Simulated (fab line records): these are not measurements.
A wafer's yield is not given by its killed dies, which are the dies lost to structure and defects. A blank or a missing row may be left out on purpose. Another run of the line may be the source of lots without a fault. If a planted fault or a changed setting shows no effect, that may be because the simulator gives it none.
Chamber matching    flow nand_harc    NHARC_A_WL_FILL_CMP_12 on cmp-04: 4 sister chambers
The step polishes, t overpolish 30 s, target thk 100 nm. 4 wafers are shown with their chamber, then 8 later ones without.

## WAFERS PAIRED WITH THEIR CHAMBERS
wafer   chamber  time_to_endpoint_s (s)
L084.3  0        19.8
L091.3  2        21.6
L091.4  1        17.7
L092.1  3        20.7

## WAFERS WITH NO CHAMBER GIVEN
wafer   time_to_endpoint_s (s)
L092.3  19.8
L092.6  20.9
L094.1  18.6
L094.2  19.8
L094.4  17.2
L096.1  18.5
L096.3  18.2
L096.5  19.0

## WHICH CHAMBER EACH WENT THROUGH
wafer   from the rows above           in truth
L092.3  can't be placed: 0 or 3       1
L092.6  can't be placed: 3 or 2 or 0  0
L094.1  can't be placed: 1 or 0       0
L094.2  can't be placed: 0 or 3       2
L094.4  1                             1
L096.1  can't be placed: 1 or 0       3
L096.3  can't be placed: 1 or 0       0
L096.5  can't be placed: 0 or 1 or 3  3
Placed correctly: 1 of 8. Not placeable from these rows: 7 (in 4, the candidates include the true chamber). Wrongly placed: 0.
How it was worked out, from the rows above alone: a wafer's distance from a chamber is the root of the sum, over the readings, of the square of ((its reading less the chamber's mean) divided by the reading's scatter). The wafer belongs to the nearest chamber; if the next one is less than 2 further off, it can't be placed. The mean given for a chamber averages the wafers shown for that chamber. The scatter: with one shown wafer a chamber, the root of the mean of the squares of how far each hidden wafer lies from its nearest shown one.
